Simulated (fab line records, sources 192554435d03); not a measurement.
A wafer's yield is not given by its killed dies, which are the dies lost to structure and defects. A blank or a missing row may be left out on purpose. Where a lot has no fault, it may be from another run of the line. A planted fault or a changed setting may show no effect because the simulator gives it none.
Shared-tool check    flow n5-finfet    11 lots, 33 wafers sampled

## REASON FOR OPENING
N5_BEOL_M7_OVL_MEAS_29, reading V6_OVL: flagged on 2 of 11 lots. Wafers without a fault read -0.5 nm, standard deviation 0.6.
Rule: flag the lot when none of its wafers has a number, or when each of its wafers that has one lies beyond 4 standard deviations from that mean. The rest of the lots are taken to be sound.

lot   measured      on          V6_OVL (nm), wafer by wafer  flag
L289  day 9 08:01   overlay-01  -0.8 0.4 -0.4                
L288  day 9 16:02   overlay-02  -1.3 -1.0 -0.7               
L291  day 9 23:29   overlay-01  0.3 -0.3 -0.2                
L294  day 11 05:18  overlay-02  -1.2 -1.6 -1.7               
L298  day 11 14:35  overlay-02  -0.5 0.0 -1.1                
L300  day 12 10:48  overlay-02  0.2 -0.7 0.0                 
L302  day 12 19:35  overlay-02  10.1 10.4 10.3               FLAGGED
L303  day 13 04:11  overlay-02  9.4 10.0 9.3                 FLAGGED
L305  day 13 11:29  overlay-02  -1.0 -0.6 -0.2               
L306  day 13 16:52  overlay-01  -1.3 -1.3 -1.0               
L309  day 14 08:44  overlay-01  -0.6 -0.3 -0.4               
The mean of the flagged lots' numbers is 9.9 nm, +10.4 nm from the usual (+17 standard deviations).

## TOOL THAT RAN EACH LOT
Before the reading, the record contains 2 process steps out of a 1938-step route. Cell contents, in order: the tool; ch with the chambers the sampled wafers went through; the start.
lot   flag     N5_BEOL_M7_STRIP_67                 N5_BEOL_M7_EXPOSE_25
L289           rie-diel-05 ch 2,3, day 9 07:28     euv-scanner-01 ch 0, day 9 07:52
L288           rie-diel-03 ch 2,3, day 9 14:02     euv-scanner-02 ch 0, day 9 15:52
L291           rie-diel-06 ch 0,3, day 9 22:41     euv-scanner-01 ch 0, day 9 23:20
L294           rie-diel-06 ch 0,1, day 11 04:31    euv-scanner-01 ch 0, day 11 05:08
L298           rie-diel-03 ch 0,1, day 11 12:52    euv-scanner-02 ch 0, day 11 14:26
L300           rie-diel-03 ch 2,3, day 12 10:05    euv-scanner-01 ch 0, day 12 10:38
L302  FLAGGED  rie-diel-05 ch 1,2,3, day 12 18:55  euv-scanner-01 ch 0, day 12 19:25
L303  FLAGGED  rie-diel-03 ch 0,1,3, day 13 01:10  euv-scanner-01 ch 0, day 13 04:02
L305           rie-diel-05 ch 1,3, day 13 08:57    euv-scanner-02 ch 0, day 13 11:20
L306           rie-diel-05 ch 0,1,3, day 13 13:31  euv-scanner-02 ch 0, day 13 16:42
L309           rie-diel-05 ch 0,3, day 14 08:10    euv-scanner-02 ch 0, day 14 08:34
What is done by these steps:
- N5_BEOL_M7_STRIP_67: strips in CF4.
- N5_BEOL_M7_EXPOSE_25: exposes mask V6, target cd 40 nm.
- N5_BEOL_M7_OVL_MEAS_29

## FLAGGED OVER TOTAL, TOOL BY TOOL (the gauges that took the reading come last)
step                    tool            lots run  flagged  share of the flagged lots  sound lots run after its first flagged lot
N5_BEOL_M7_STRIP_67     rie-diel-03     4         1        some                       0
N5_BEOL_M7_STRIP_67     rie-diel-05     5         1        some                       3 (L305,L306,L309)
N5_BEOL_M7_STRIP_67     rie-diel-06     2         0        none                       -
N5_BEOL_M7_EXPOSE_25    euv-scanner-01  6         2        all                        0
N5_BEOL_M7_EXPOSE_25    euv-scanner-02  5         0        none                       -
N5_BEOL_M7_OVL_MEAS_29  overlay-01      4         0        none                       -
N5_BEOL_M7_OVL_MEAS_29  overlay-02      7         2        all                        1 (L305)

## WHAT THE TABLE PERMITS
euv-scanner-01 at N5_BEOL_M7_EXPOSE_25 and overlay-02 at N5_BEOL_M7_OVL_MEAS_29 are the 2 rows of the table that ran each flagged lot.
- euv-scanner-01 at N5_BEOL_M7_EXPOSE_25 ran 6 lots, 2 of them flagged. It ran its last sound lot, L300, at day 12 10:38 and its first flagged lot, L302, at day 12 19:25: a fault with its onset between the two fits.
- overlay-02 at N5_BEOL_M7_OVL_MEAS_29 ran 7 lots, 2 of them flagged. Lots that were sound ran on it after the first flagged one (L305); a persistent fault on the entire tool would not allow that.
Just one tool remains: euv-scanner-01 at N5_BEOL_M7_EXPOSE_25.

## WHAT WAS PUT IN BY THE SIMULATOR
Scanner matching overlay: euv-scanner-01, from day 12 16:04 on, at N5_BEOL_M7_EXPOSE_25. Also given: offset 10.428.
Shown lots that were struck: L302, L303. Same finding as the rule above.
